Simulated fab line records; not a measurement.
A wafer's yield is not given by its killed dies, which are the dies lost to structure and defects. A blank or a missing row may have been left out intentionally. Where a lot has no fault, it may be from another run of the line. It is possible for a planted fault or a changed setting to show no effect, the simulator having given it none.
Which of the tools did it? | flow nand-harc | 33 wafers from 11 lots sampled at 6 of the route's 1302 steps

## WHAT THE GAUGES READ, wafer by wafer
NHARC_A_SLIT_INSPECT_11.
lot  | measured     | on                | raw-defect-count
L075 | day 20 02:47 | defect-inspect-01 | 70 72 70
L077 | day 20 22:30 | defect-inspect-02 | 114 123 101
L079 | day 21 14:26 | defect-inspect-01 | 87 69 94
L081 | day 23 19:11 | defect-inspect-01 | 19 29 30
L083 | day 23 19:53 | defect-inspect-01 | 38 34 33
L086 | day 24 22:37 | defect-inspect-01 | 46 56 47
L087 | day 25 22:19 | defect-inspect-02 | 40 49 47
L089 | day 25 19:59 | defect-inspect-01 | 24 23 28
L091 | day 27 08:59 | defect-inspect-02 | 72 70 71
L094 | day 28 20:26 | defect-inspect-01 | 79 81 70
L093 | day 28 20:47 | defect-inspect-02 | 27 22 19

## TOOL THAT RAN EACH LOT (tool first, then ch and the chambers of the sampled wafers, then the start)
lot  | NHARC_A_STAIRCASE_STRIP_295                   | NHARC_A_STAIRCASE_DEP_151       | NHARC_A_STAIRCASE_DESCUM_443       | NHARC_A_SGD_CUT_ETCH_59                       | NHARC_A_SGD_CUT_STRIP_28
L075 | rie-diel-02 ch 0,1,2, day 18 05:46 or earlier | pecvd-04 ch 0,1, day 18 05:46   | rie-diel-02 ch 0,2,3, day 19 07:11 | rie-diel-08 ch 0,1,2, day 20 02:47 or earlier | rie-diel-13 ch 0,1,3, day 20 02:47 or earlier
L077 | rie-diel-07 ch 1,2,3, day 19 01:37 or earlier | pecvd-02 ch 0,1, day 19 01:37   | rie-diel-04 ch 0,1, day 20 03:13   | rie-diel-08 ch 2,3, day 20 22:30 or earlier   | rie-diel-08 ch 1,2,3, day 20 22:30 or earlier
L079 | rie-diel-04 ch 0,3, day 19 15:31 or earlier   | pecvd-03 ch 0,2, day 19 15:31   | rie-diel-02 ch 1,2, day 20 18:16   | rie-diel-08 ch 0,1,3, day 21 09:15 or earlier | rie-diel-08 ch 1,3, day 21 09:15
L081 | rie-diel-04 ch 0,2,3, day 21 20:11 or earlier | pecvd-03 ch 0,1,2, day 21 20:11 | rie-diel-07 ch 0,1, day 22 22:40   | rie-diel-08 ch 1,2, day 23 19:11 or earlier   | rie-diel-05 ch 0,3, day 23 19:11 or earlier
L083 | rie-diel-04 ch 0,1,3, day 21 20:05 or earlier | pecvd-04 ch 0,2, day 21 20:05   | rie-diel-04 ch 1,3, day 22 22:44   | rie-diel-05 ch 0,1, day 23 19:53 or earlier   | rie-diel-13 ch 1,2,3, day 23 19:53 or earlier
L086 | rie-diel-04 ch 0,1,3, day 22 23:41 or earlier | pecvd-02 ch 1,2, day 22 23:41   | rie-diel-04 ch 0,1,2, day 24 03:02 | rie-diel-13 ch 0,2, day 24 22:37 or earlier   | rie-diel-08 ch 0,2,3, day 24 22:37 or earlier
L087 | rie-diel-02 ch 0,1,2, day 23 21:12 or earlier | pecvd-04 ch 1,2, day 23 21:12   | rie-diel-07 ch 1,2,3, day 24 21:19 | rie-diel-08 ch 1,2,3, day 25 22:19 or earlier | rie-diel-13 ch 1,2,3, day 25 22:19 or earlier
L089 | rie-diel-04 ch 1,2,3, day 23 21:40 or earlier | pecvd-02 ch 0,1,2, day 23 21:40 | rie-diel-04 ch 0,1,3, day 24 21:15 | rie-diel-08 ch 1,2,3, day 25 19:59 or earlier | rie-diel-13 ch 0,1,3, day 25 19:59 or earlier
L091 | rie-diel-02 ch 1,3, day 25 02:17 or earlier   | pecvd-04 ch 1,2, day 25 02:17   | rie-diel-02 ch 0,1,3, day 26 10:47 | rie-diel-08 ch 0,1,3, day 27 08:59 or earlier | rie-diel-08 ch 0,2,3, day 27 08:59 or earlier
L094 | rie-diel-07 ch 0,1,2, day 27 00:10 or earlier | pecvd-02 ch 0,2, day 27 00:10   | rie-diel-04 ch 1,2,3, day 28 00:35 | rie-diel-13 ch 0,1,2, day 28 20:26 or earlier | rie-diel-08 ch 1,2,3, day 28 20:26 or earlier
L093 | rie-diel-04 ch 2,3, day 27 00:10 or earlier   | pecvd-03 ch 0,1,2, day 27 00:10 | rie-diel-02 ch 1,3, day 28 00:44   | rie-diel-05 ch 0,1,2, day 28 20:47 or earlier | rie-diel-05 ch 0,1, day 28 20:47 or earlier
- NHARC_A_STAIRCASE_STRIP_295: strips in O2.
- NHARC_A_STAIRCASE_DEP_151: deposits SiO2, target thk 7200 nm.
- NHARC_A_STAIRCASE_DESCUM_443: chemistry O2, time 3 s.
- NHARC_A_SGD_CUT_ETCH_59: etches the open film in N2/H2, target depth 260 nm, time 406.25 s.
- NHARC_A_SGD_CUT_STRIP_28: strips in O2, time 20 s.

## THE ANSWER, worked out from the rows above alone
Rule: usual is defined by the lots themselves. The widest of any qualifying gaps counts: lots, ordered by their means at a reading, are off when they make up no more than a third of the lots, leave a main group of 4 or more, and stand apart from it by 3 or more times the standard deviation of that group's means. The tables above print the reading to a certain number of digits; a main group whose means all agree to those digits is not used. Also off: a lot with no number at a reading for which 4 or more lots have one. Any other lot the step has rows for is counted as sound.
Nothing can be told from this: no lot is off at any reading shown.

## WHAT HAD BEEN PUT IN BY THE SIMULATOR
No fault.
